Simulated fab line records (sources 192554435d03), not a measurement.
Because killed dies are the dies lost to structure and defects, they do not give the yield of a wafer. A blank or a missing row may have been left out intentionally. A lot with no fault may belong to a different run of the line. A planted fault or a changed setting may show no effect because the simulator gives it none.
Chamber matching + flow n5_finfet + 4 sister chambers for N5_MOL_CONTACT_COAG_CMP_23 on cmp-02
The step polishes, stops on SiO2, t overpolish 1.5 s, target thk 0 nm. 4 wafers are shown with their chamber, then 9 later ones without.

## WAFERS PAIRED WITH THEIR CHAMBERS
| wafer  | chamber | motor_current_A (A) |
|--------|---------|---------------------|
| L089.4 | 0       | 9.5                 |
| L092.1 | 1       | 7.8                 |
| L092.2 | 2       | 9.2                 |
| L092.4 | 3       | 7.5                 |

## WAFERS WITH NO CHAMBER GIVEN
| wafer  | motor_current_A (A) |
|--------|---------------------|
| L093.1 | 7.7                 |
| L093.3 | 9.1                 |
| L093.4 | 9.2                 |
| L095.2 | 9.2                 |
| L095.4 | 9.6                 |
| L095.5 | 9.2                 |
| L094.1 | 8.2                 |
| L094.3 | 9.6                 |
| L094.6 | 9.7                 |

## THE CHAMBER EACH PASSED THROUGH
| wafer  | from the rows above     | in truth |
|--------|-------------------------|----------|
| L093.1 | can't be placed: 1 or 3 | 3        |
| L093.3 | can't be placed: 2 or 0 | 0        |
| L093.4 | can't be placed: 2 or 0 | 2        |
| L095.2 | can't be placed: 2 or 0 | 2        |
| L095.4 | can't be placed: 0 or 2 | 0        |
| L095.5 | can't be placed: 2 or 0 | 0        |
| L094.1 | can't be placed: 1 or 3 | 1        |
| L094.3 | can't be placed: 0 or 2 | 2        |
| L094.6 | can't be placed: 0 or 2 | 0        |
Placed correctly: 0 of 9. Unplaceable from these rows: 9, with the true chamber sitting among the candidates in 9. Placed wrongly: 0.
How it was worked out, from the rows above alone: a wafer's distance from a chamber is the root of the sum, over the readings, of the square of ((its reading less the chamber's mean) divided by the reading's scatter). If the next closest chamber is less than 2 further off than the closest, the wafer can't be placed; otherwise it belongs to the closest. Each chamber's mean is taken over the wafers shown for it. The scatter (one wafer shown for each chamber): square how far every hidden wafer sits from the nearest shown wafer, average those squares and take the square root.
